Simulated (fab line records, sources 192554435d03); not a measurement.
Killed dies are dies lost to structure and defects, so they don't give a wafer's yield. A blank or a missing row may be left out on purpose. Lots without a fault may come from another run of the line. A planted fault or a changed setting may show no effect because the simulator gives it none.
fab line records | flow n5_finfet | part 2 of 2: steps 5 to 6 of 6
record lots=22 wafers=66 last_day=17
route steps=1938 shown BEOL_M1@752
lots that met no fault: from a run of the same line without faults
start_h: hours from the record's first day to the start of the lot's first wafer shown | wait_h: hours since the lot's step before | " the same as in the row above | L1.1+2: a row that stands for several wafers | - no value, or no start given | * or withheld: withheld | < > ~ a bound
route shown NAME@n: a module of which the file shows steps, and the number in the route of the first | usual: mean/standard deviation of fault-free wafers | same: alike in all rows | chamber/n: place in a boat | sites: the reading at each site | _std_site: their standard deviation | _edge_site: outer sites' mean less inner sites' | radius_mm: how far each site lies from the wafer's centre | mask NAME#n: copy n | behind: the tool/chamber that last shaped the wafer | hold: why the lot was held/for how many hours/how that ended | device: the transistor (n, p or np) that didn't switch | end of line: the same wafers' tests at the end of the route | a step without rows: its recipe alone | killed: dies lost to structure and defects at the first sort, not the wafer's yield | map: a wafer's dies, x killed, . not, _ none there
set.NAME: the setting as run; set.NAME@STEP: as run at that earlier step | model.NAME: the simulator's own value behind a step, which no gauge read
steps of the route over a sample of lots; a table a step, a row a wafer
services: from which hour (start_h, from the record's first day; less than 0 if before it) a tool's chamber was out of use, for how many hours, and why
## steps
# step N5_BEOL_M1_ETCH_41
# recipe chemistry=CH3F/O2 target=SiCN target_depth_a=319 taper_deg=2 time_s=57.8 ion_energy_ev=120 mask_material=TiN pressure_mtorr=30 source_w=395 bias_w=75 Ar_flow_sccm=150 CH3F_flow_sccm=30 O2_flow_sccm=20
# usual drypump_motor_current_A=5.9/0.46 oes_product_au=0.81/0.1 rf_vpp_V=297.5/1.4 showerhead_plenum_p_Torr=2.01/0.064 throttle_valve_pct=16.29/0.26
# columns lot.wafer tool chamber start_h wait_h drypump_motor_current_A oes_product_au rf_hours_counter_h rf_vpp_V showerhead_plenum_p_Torr throttle_valve_pct
L076.3 rie_diel-06 3 - - 5.4 0.92 20 299.3 2.13 16.03
L076.5 " 3 " " 5.4 0.92 - 301.1 2.13 16.03
L076.6 " 0 " " 6.1 0.86 - 297.1 2.04 16.45
L075.1 rie_diel-02 1 - - 6.6 0.82 78 296.8 2.02 16.05
L075.2 " 2 " " 6.1 0.68 239 296.8 1.98 16.72
L075.5 " 0 " " 6.2 0.68 - 298.8 2.08 16.18
L074.2 rie_diel-03 1 - - 5.7 0.76 158 296.0 1.91 16.56
L074.4 " 0 " " 6.2 0.69 - 297.7 1.96 16.22
L074.5 " 1 " " 5.7 0.77 - 294.4 1.91 16.55
L078.2 rie_diel-02 1 - - 6.6 0.81 82 298.3 2.02 16.05
L078.3 " 2 " " 6.1 0.69 243 298.1 1.97 16.74
L078.4 " 3 " " 5.2 0.86 40 296.4 1.95 16.08
L079.2 rie_diel-03 0 - - 6.2 0.68 250 297.7 1.95 16.23
L079.3 " 3 " " 5.7 0.69 205 298.8 2.06 16.51
L079.6 " 0 " " 6.2 0.68 - 297.7 1.95 16.24
L080.3 rie_diel-03 3 - - 5.7 0.68 211 299.3 2.06 16.52
L080.4 " 1 " " 5.6 0.76 - 295.3 1.91 16.57
L080.6 " 3 " " 5.7 0.69 - 298.0 2.06 16.53
L081.3 rie_diel-06 0 - - 6.1 0.84 77 298.1 2.03 16.51
L081.4 " 2 " " 5.3 0.73 158 297.5 1.99 16.57
L081.6 " 0 " " 6.0 0.83 - 297.2 2.03 16.48
L082.1 rie_diel-03 0 - - 6.2 1.00 0 298.0 1.95 15.71
L082.2 " 2 " " 6.6 0.96 8 298.2 2.05 16.05
L082.3 " 3 " " 5.7 0.68 214 299.4 2.06 16.52
L083.2 rie_diel-03 1 - - 5.7 0.75 174 295.8 1.90 16.56
L083.5 " 1 " " 5.7 0.75 - 296.2 1.90 16.57
L083.6 " 2 " " 6.6 0.96 - 297.7 2.05 16.04
L084.2 rie_diel-06 1 - - 5.5 0.95 11 296.7 1.96 16.06
L084.3 " 0 " " 6.1 0.83 81 297.7 2.03 16.48
L084.4 " 2 " " 5.3 0.74 163 296.8 1.99 16.57
L085.1 rie_diel-06 2 - - 5.3 0.74 166 297.8 1.98 16.57
L085.4 " 3 " " 5.4 0.89 40 298.0 2.13 16.07
L085.5 " 2 " " 5.4 0.74 - 298.1 1.98 16.56
L086.1 rie_diel-02 1 - - 6.6 0.80 100 298.6 2.01 16.08
L086.2 " 0 " " 6.3 0.67 219 298.2 2.07 16.20
L086.6 " 2 " " 6.1 0.99 - 296.5 1.97 16.20
L088.2 rie_diel-06 3 - - 5.4 0.87 45 299.7 2.13 16.08
L088.5 " 0 " " 6.0 0.82 - 298.6 2.03 16.52
L088.6 " 1 " " 5.5 0.94 - 296.2 1.96 16.09
L087.1 rie_diel-03 2 - - 6.6 0.92 23 298.7 2.04 16.08
L087.2 " 0 " " 6.2 0.95 14 295.4 1.95 15.74
L087.4 " 1 " " 5.6 0.74 187 295.1 1.90 16.62
L089.1 rie_diel-03 0 - - 6.2 0.94 17 297.6 1.95 15.74
L089.4 " 3 " " 5.7 0.66 231 299.3 2.06 16.57
L089.6 " 3 " " 5.7 0.67 - 298.6 2.06 16.57
L090.1 rie_diel-02 0 - - 6.3 0.68 229 297.2 2.07 16.24
L090.3 " 3 " " 5.2 0.83 69 296.0 1.94 16.12
L090.5 " 3 " " 5.2 0.83 - 297.2 1.95 16.15
L091.2 rie_diel-06 1 - - 5.5 0.94 25 296.8 1.96 16.07
L091.4 " 0 " " 6.1 0.83 95 297.0 2.03 16.52
L091.6 " 3 " " 5.4 0.87 - 298.9 2.12 16.10
L092.2 rie_diel-02 1 - - 6.7 0.78 111 298.1 2.01 16.11
L092.4 " 2 " " 6.1 0.94 15 297.2 1.97 16.23
L092.6 " 1 " " 6.6 0.78 - 297.1 2.01 16.09
L094.1 rie_diel-06 3 - - 5.4 0.86 54 298.7 2.12 16.11
L094.5 " 1 " " 5.5 0.93 - 296.6 1.96 16.07
L094.6 " 2 " " 5.3 0.72 - 297.3 1.98 16.61
L093.2 rie_diel-03 2 - - 6.6 0.90 31 296.9 2.04 16.10
L093.3 " 0 " " 6.2 0.92 21 297.4 1.95 15.75
L093.5 " 1 " " 5.7 0.73 - 296.0 1.90 16.61
L096.2 rie_diel-02 2 - - 6.1 0.91 20 298.1 1.96 16.24
L096.4 " 3 " " 5.2 0.81 78 295.5 1.94 16.16
L096.6 " 2 " " 6.1 0.92 - 295.5 1.96 16.24
L097.3 rie_diel-03 3 - - 5.7 0.65 242 298.9 2.05 16.59
L097.5 " 3 " " 5.7 0.66 - 298.2 2.05 16.58
L097.6 " 2 " " 6.6 0.89 - 299.8 2.04 16.11
# step N5_BEOL_M1_ANNEAL_49
# recipe temp_c=400 time_s=240 ambient=vacuum
# usual heater_power_w=809/60 susceptor_temp_C_max=401.0/0.41
# columns lot.wafer tool chamber start_h wait_h heater_power_w susceptor_temp_C_max
L076.3 pvd_sputter-02 - 136.14 0.0 946 401.2
L076.5 " - " " 749 401.3
L076.6 " - " " 852 400.9
L074.2 pvd_sputter-03 - 139.53 0.0 803 400.4
L074.4 " - " " 771 400.8
L074.5 " - " " 795 401.4
L075.1 pvd_sputter-02 - 139.67 0.0 938 400.9
L075.2 " - " " 798 401.0
L075.5 " - " " 845 400.8
L078.2 pvd_sputter-03 - 152.93 0.0 787 401.1
L078.3 " - " " 712 401.1
L078.4 " - " " 799 400.7
L079.2 pvd_sputter-02 - 155.26 0.0 776 400.8
L079.3 " - " " 926 400.9
L079.6 " - " " 788 400.8
L080.3 pvd_sputter-02 - 166.94 0.0 773 401.4
L080.4 " - " " 763 401.2
L080.6 " - " " 744 400.7
L081.3 pvd_sputter-02 - 171.62 0.0 756 401.5
L081.4 " - " " 757 401.2
L081.6 " - " " 768 401.0
L082.1 pvd_sputter-02 - 174.42 0.0 756 400.9
L082.2 " - " " 770 401.6
L082.3 " - " " 946 401.0
L083.2 pvd_sputter-01 - 178.74 0.0 840 402.1
L083.5 " - " " 791 400.4
L083.6 " - " " 877 400.2
L084.2 pvd_sputter-03 - 186.94 0.0 811 400.8
L084.3 " - " " 742 401.4
L084.4 " - " " 791 400.9
L085.1 pvd_sputter-02 - 195.60 0.0 764 401.0
L085.4 " - " " 923 400.6
L085.5 " - " " 868 401.6
L086.1 pvd_sputter-02 - 206.20 0.0 861 400.8
L086.2 " - " " 764 401.0
L086.6 " - " " 773 401.4
L088.2 pvd_sputter-01 - 214.39 0.0 856 401.8
L088.5 " - " " 811 400.4
L088.6 " - " " 897 401.1
L087.1 pvd_sputter-02 - 218.92 0.0 745 400.5
L087.2 " - " " 957 400.7
L087.4 " - " " 857 401.2
L089.1 pvd_sputter-03 - 227.90 0.0 805 400.6
L089.4 " - " " 754 400.6
L089.6 " - " " 818 400.6
L090.1 pvd_sputter-03 - 233.34 0.0 801 400.1
L090.3 " - " " 771 400.7
L090.5 " - " " 816 400.6
L091.2 pvd_sputter-01 - 233.84 0.0 814 400.8
L091.4 " - " " 832 400.5
L091.6 " - " " 791 401.0
L092.2 pvd_sputter-03 - 244.42 0.0 759 400.8
L092.4 " - " " 716 401.5
L092.6 " - " " 734 401.4
L094.1 pvd_sputter-02 - 245.71 0.0 756 401.0
L094.5 " - " " 917 400.8
L094.6 " - " " 773 401.3
L093.2 pvd_sputter-03 - 246.26 0.0 724 401.6
L093.3 " - " " 812 401.3
L093.5 " - " " 760 401.3
L096.2 pvd_sputter-01 - 261.27 0.0 800 400.5
L096.4 " - " " 842 401.7
L096.6 " - " " 887 400.6
L097.3 pvd_sputter-01 - 267.67 0.0 851 401.4
L097.5 " - " " 815 400.6
L097.6 " - " " 848 401.8
## services
# columns tool chamber start_h hours kind
pvd_sputter-01 - 113.29 2.6 repair
pvd_sputter-01 - 116.88 4.3 repair
rie_diel-06 1 129.08 - clean
rie_diel-06 1 129.08 - consumable_replace:focus_ring
rie_diel-06 1 129.08 22.8 scheduled_down
rie_diel-06 1 129.08 22.8 vent_cycle
rie_diel-03 2 135.89 - clean
rie_diel-03 2 135.89 - consumable_replace:focus_ring
rie_diel-03 2 135.89 17.7 scheduled_down
rie_diel-03 2 135.89 17.7 vent_cycle
rie_diel-02 - 142.37 0.3 repair
rie_diel-03 0 154.19 - clean
rie_diel-03 0 154.19 - consumable_replace:focus_ring
rie_diel-03 0 154.19 17.6 scheduled_down
rie_diel-03 0 154.19 17.6 vent_cycle
rie_diel-02 2 172.46 - clean
rie_diel-02 2 172.46 - consumable_replace:focus_ring
rie_diel-02 2 172.46 20.7 scheduled_down
rie_diel-02 2 172.46 20.7 vent_cycle
